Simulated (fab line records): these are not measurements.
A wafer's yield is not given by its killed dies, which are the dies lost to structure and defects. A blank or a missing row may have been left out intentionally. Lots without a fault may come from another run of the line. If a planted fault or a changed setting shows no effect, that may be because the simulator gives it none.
8D (eight disciplines) problem report, filled in by code | flow nandHarc | the parts of the form that need people (team, actions taken, sign-off) are left out

1. WHAT WENT WRONG
Wafers without a fault read 11, standard deviation 6.6; rawDefectCount at NHARC_A_ZERO_WELL_INSPECT_17 reads a mean of 572 on 2 wafers belonging to 2 lots. That is +85 standard deviations from the usual mean.
Earliest sighting: wafer L807.4 on defectInspect-02 at day 15 05:11. At this step, 33 wafers from 11 lots have a number in the record. The rule behind "out" and "out of limits": a value lying over 4 standard deviations away from the usual mean. The rest of the wafers with a number are treated as sound.

2. WHAT IT IS, WHAT IT ISN'T
question                    | is                | is not
which readings at this step | rawDefectCount    | -
which lots                  | L807, L808        | L788, L789, L790, L792, L793, L794, L795, L796, L798
which wafers of those lots  | L807.4, L808.4    | L807.1, L807.5, L808.1, L808.5
read on which gauges        | defectInspect-02  | defectInspect-01
when                        | from day 15 05:11 | up to then (29 sound wafers); but 2 sound wafers of L808 came after

3. WHAT RULES OUT EACH SUSPECT
Counting: a tool at a process step up to the reading stays a suspect if it ran every lot that is out. Sound lots after the first of them don't rule it out here, since some wafers of a struck lot are sound.
- the gauge at NHARC_A_ZERO_WELL_INSPECT_17: kept. All the wafers that are out were read on defectInspect-02, and no step on other tools shows them out.
- rieDiel-02 at NHARC_A_ZERO_WELL_ETCH_19 (etches the open film in N2/H2, target depth 80 nm, overetch 24 nm, time 87.88 s): kept. It ran every lot that is out, first L807 (day 15 03:58); its last sound lot up to then is L798 (day 11 02:46).
- rieDiel-02, NHARC_A_ZERO_WELL_ETCH_19: wafers that are out in chamber 1, sound lot-mates in chambers 0, 2, 3.
Remaining after the count are rieDiel-02 at NHARC_A_ZERO_WELL_ETCH_19 and defectInspect-02 at NHARC_A_ZERO_WELL_INSPECT_17.

4. THE CAUSE (what the simulator had put in)
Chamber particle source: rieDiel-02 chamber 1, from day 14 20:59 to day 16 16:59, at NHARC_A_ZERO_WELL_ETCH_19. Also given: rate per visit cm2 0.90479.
This tool is one of the 2 suspects left after counting.

5. THE CHAIN OF EFFECTS, in route order
One row per reading whose mean, taken over the struck wafers that have a number, lies over 3 standard deviations from the usual. Only readings whose record carries a usual standard deviation are examined. hours: median over the lots of the time between each lot's start at the first step of this table that gives one and its start at this step. sigmas: the change, counted in usual standard deviations.
hours | step                            | reading        | usual | on struck wafers | change | sigmas
0     | NHARC_A_ZERO_WELL_INSPECT_17    | rawDefectCount | 11    | 572              | +561   | +85
20    | NHARC_A_SOURCE_PLATE_INSPECT_08 | rawDefectCount | 62    | 620              | +558   | +22
418   | NHARC_END_SORT_01               | killedAtArray  | 58    | 112              | +54    | +3.2
418   | NHARC_END_SORT_01               | killedDies     | 62    | 118              | +56    | +3.3

6. HOW IT WOULD HAVE BEEN CAUGHT EARLIER
Counted from the fault's start at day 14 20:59, it took 8 hours until the first out-of-limits reading at a measuring or inspecting step in this record, taken at day 15 05:11.
No tool reading at NHARC_A_ZERO_WELL_ETCH_19 that has a usual standard deviation in the record was out on any struck wafer, so an alarm limit of 4 standard deviations on those readings would not have fired.
Among the 2 lots that are out, L808 began NHARC_A_ZERO_WELL_ETCH_19 on rieDiel-02 after day 15 05:11. Had the tool been put on hold then, it would have been spared.
